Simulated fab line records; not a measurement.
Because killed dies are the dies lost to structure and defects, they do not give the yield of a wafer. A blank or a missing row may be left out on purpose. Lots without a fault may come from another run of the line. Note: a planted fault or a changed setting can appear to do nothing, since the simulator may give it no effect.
2 desks, one fault    flow n5Finfet    each desk holds nothing but its own numbers, with what lay behind them at the end

DESK OF THE TOOL OWNER: lithoTrack-01
The tool's own readings at N5_BEOL_M15_PEB_26 (peb time 90 s): means of the sampled wafers that have a number, for each lot that ran on this tool. If a lot's mean is further than 4 standard deviations from the usual mean, the lot is out of limits and carries the mark OUT (the distance appears in the brackets).
Columns: A = heaterPowerTotalW at N5_BEOL_M15_PEB_26, usual 172.4 W; B = plateTempC at N5_BEOL_M15_PEB_26, usual 130.01 C
lot   first seen here  A                 B
L905  day 15 09:47     172.6             129.94
L906  day 15 23:04     167.3 (-6.6) OUT  126.89 (-22) OUT
L910  day 16 21:26     166.7 (-7.4) OUT  126.93 (-22) OUT
This desk's finding: out of limits on L906, L910; first on L906, day 15 23:04 (heaterPowerTotalW at N5_BEOL_M15_PEB_26). In limits: L905.

METROLOGY DESK
Lot by lot, what the gauges showed, no matter which tool ran the lot: averages of those sampled wafers that carry a number. If a lot's mean is further than 4 standard deviations from the usual mean, the lot is out of limits and carries the mark OUT (the distance appears in the brackets).
Columns: A = cdNm at N5_BEOL_M15_CD_MEAS_28, usual 407 nm
lot   first seen here  A
L905  day 15 09:54     408
L906  day 15 23:11     391 (-5.4) OUT
L910  day 16 21:32     399
L911  day 17 12:59     408
This desk's finding: out of limits on L906; first on L906, day 15 23:11 (cdNm at N5_BEOL_M15_CD_MEAS_28). In limits: L905, L910, L911.

ALL TOGETHER
At day 15 23:04, on L906, L910, the tool owner's desk was in a position to raise an alarm.
Metrology desk: alarm possible at day 15 23:11 on L906.
The metrology desk has L910 on record, within its limits.
All the named lots went through N5_BEOL_M15_PEB_26 on lithoTrack-01.

WHAT WAS PUT IN BY THE SIMULATOR
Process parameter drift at N5_BEOL_M15_PEB_26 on lithoTrack-01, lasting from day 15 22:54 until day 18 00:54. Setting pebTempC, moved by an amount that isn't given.
Lots struck among those shown: L906, L910.
Time in hours from fault onset to the first out-of-limits reading at each desk: tool owner's desk 0, metrology desk 0.
